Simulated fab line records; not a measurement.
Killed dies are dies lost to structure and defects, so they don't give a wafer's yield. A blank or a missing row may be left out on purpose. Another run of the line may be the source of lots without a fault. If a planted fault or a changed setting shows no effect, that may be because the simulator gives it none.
Split-lot trial / flow n5_finfet / 21 wafers read from 7 lots, route of 1938 steps

## ON THE SPLIT
At N5_BEOL_M15_SPUTTER_44 (material Ta, target thk 15 nm, time 24.19 s), the setting power_w was moved away from the recipe's 15000 W on 11 of the 21 wafers read, by -17.4% to +14.6%. For the rest of the wafers, this setting stayed at what the recipe calls for.

Reading taken at the split's own step.

## THE READING
Ta_of_BEOL_M15_SPUTTER_44.thk_nm (the simulator's own value, which no gauge read), in nm, at N5_BEOL_M15_SPUTTER_44 (material Ta, target thk 15 nm, time 24.19 s). No usual value for it is given in the file. Across the 10 wafers here that went through the recipe, the average is 15.0 nm and the standard deviation 0.2 nm.

wafer=L078.2; tool, chamber at the split=pvd_sputter-02, -; power_w as run, W=16130; against the recipe=+7.5%; Ta_of_BEOL_M15_SPUTTER_44.thk_nm, nm=15.6; against lot-mates on the recipe=+0.8
wafer=L078.3; tool, chamber at the split=pvd_sputter-02, -; power_w as run, W=16130; against the recipe=+7.5%; Ta_of_BEOL_M15_SPUTTER_44.thk_nm, nm=15.8; against lot-mates on the recipe=+1.0
wafer=L078.5; tool, chamber at the split=pvd_sputter-02, -; power_w as run, W=15000; against the recipe=recipe; Ta_of_BEOL_M15_SPUTTER_44.thk_nm, nm=14.8; against lot-mates on the recipe=-
wafer=L085.1; tool, chamber at the split=pvd_sputter-01, -; power_w as run, W=13360; against the recipe=-10.9%; Ta_of_BEOL_M15_SPUTTER_44.thk_nm, nm=13.4; against lot-mates on the recipe=-2.0
wafer=L085.4; tool, chamber at the split=pvd_sputter-01, -; power_w as run, W=13360; against the recipe=-10.9%; Ta_of_BEOL_M15_SPUTTER_44.thk_nm, nm=13.4; against lot-mates on the recipe=-2.0
wafer=L085.5; tool, chamber at the split=pvd_sputter-01, -; power_w as run, W=15000; against the recipe=recipe; Ta_of_BEOL_M15_SPUTTER_44.thk_nm, nm=15.4; against lot-mates on the recipe=-
wafer=L086.1; tool, chamber at the split=pvd_sputter-02, -; power_w as run, W=13130; against the recipe=-12.5%; Ta_of_BEOL_M15_SPUTTER_44.thk_nm, nm=13.2; against lot-mates on the recipe=-2.0
wafer=L086.5; tool, chamber at the split=pvd_sputter-02, -; power_w as run, W=13130; against the recipe=-12.5%; Ta_of_BEOL_M15_SPUTTER_44.thk_nm, nm=13.2; against lot-mates on the recipe=-2.0
wafer=L086.6; tool, chamber at the split=pvd_sputter-02, -; power_w as run, W=15000; against the recipe=recipe; Ta_of_BEOL_M15_SPUTTER_44.thk_nm, nm=15.2; against lot-mates on the recipe=-
wafer=L092.1; tool, chamber at the split=pvd_sputter-01, -; power_w as run, W=15000; against the recipe=recipe; Ta_of_BEOL_M15_SPUTTER_44.thk_nm, nm=15; against lot-mates on the recipe=-
wafer=L092.4; tool, chamber at the split=pvd_sputter-01, -; power_w as run, W=17190; against the recipe=+14.6%; Ta_of_BEOL_M15_SPUTTER_44.thk_nm, nm=17.2; against lot-mates on the recipe=+2.2
wafer=L092.6; tool, chamber at the split=pvd_sputter-01, -; power_w as run, W=17190; against the recipe=+14.6%; Ta_of_BEOL_M15_SPUTTER_44.thk_nm, nm=17; against lot-mates on the recipe=+2.0
wafer=L093.2; tool, chamber at the split=pvd_sputter-02, -; power_w as run, W=12390; against the recipe=-17.4%; Ta_of_BEOL_M15_SPUTTER_44.thk_nm, nm=12.6; against lot-mates on the recipe=-2.6
wafer=L093.4; tool, chamber at the split=pvd_sputter-02, -; power_w as run, W=15000; against the recipe=recipe; Ta_of_BEOL_M15_SPUTTER_44.thk_nm, nm=15.2; against lot-mates on the recipe=-
wafer=L093.6; tool, chamber at the split=pvd_sputter-02, -; power_w as run, W=12390; against the recipe=-17.4%; Ta_of_BEOL_M15_SPUTTER_44.thk_nm, nm=12.4; against lot-mates on the recipe=-2.8
wafer=L094.2; tool, chamber at the split=pvd_sputter-02, -; power_w as run, W=15000; against the recipe=recipe; Ta_of_BEOL_M15_SPUTTER_44.thk_nm, nm=14.8; against lot-mates on the recipe=-
wafer=L094.3; tool, chamber at the split=pvd_sputter-02, -; power_w as run, W=15000; against the recipe=recipe; Ta_of_BEOL_M15_SPUTTER_44.thk_nm, nm=14.8; against lot-mates on the recipe=-
wafer=L094.6; tool, chamber at the split=pvd_sputter-02, -; power_w as run, W=12770; against the recipe=-14.9%; Ta_of_BEOL_M15_SPUTTER_44.thk_nm, nm=12.8; against lot-mates on the recipe=-2.0
wafer=L096.1; tool, chamber at the split=pvd_sputter-02, -; power_w as run, W=15000; against the recipe=recipe; Ta_of_BEOL_M15_SPUTTER_44.thk_nm, nm=15; against lot-mates on the recipe=-
wafer=L096.3; tool, chamber at the split=pvd_sputter-02, -; power_w as run, W=15000; against the recipe=recipe; Ta_of_BEOL_M15_SPUTTER_44.thk_nm, nm=15; against lot-mates on the recipe=-
wafer=L096.2; tool, chamber at the split=pvd_sputter-02, -; power_w as run, W=15000; against the recipe=recipe; Ta_of_BEOL_M15_SPUTTER_44.thk_nm, nm=14.8; against lot-mates on the recipe=-

FIT RESULTS
A straight line over all 21 wafers: Ta_of_BEOL_M15_SPUTTER_44.thk_nm changes by +0.14 nm for each +1% of power_w; r = +0.99; the points scatter about the line by 0.19 nm.
The same after taking each lot's own level away (the mean of its wafers on the recipe; 21 wafers): +0.15 nm for each +1%; r = +0.99; scatter 0.15 nm.
According to that fit, moving power_w by its largest amount changes the reading by 2.6 nm.
From 14.80 to 15.40 nm: that is the span of the lots' own levels, equal to 3.0 times the standard deviation above.
Hence the lot-to-lot level has little effect on the slope; both slopes agree.
Check: -2.71 nm against its lot-mates is what the line predicts for one of the wafers moved furthest among these (-17.4%) when that wafer is left out of the fit. It came out at -2.6 nm against them.

## ADDITIONAL SPLITS CARRIED BY THESE WAFERS
Other splits were also applied to these wafers ahead of the reading. Each is held against what the fit with the lots' levels taken away leaves over:
other split on the same wafers=N5_BEOL_M14_DEVELOP_27 develop_time_s; wafers away from the commonest value=4; r with Ta_of_BEOL_M15_SPUTTER_44.thk_nm (lot level and that fit taken away)=+0.14

## THE FILE'S OWN FIT
Ta_of_BEOL_M15_SPUTTER_44.thk_nm changes by +0.151 nm for each +1% of power_w, r = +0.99.
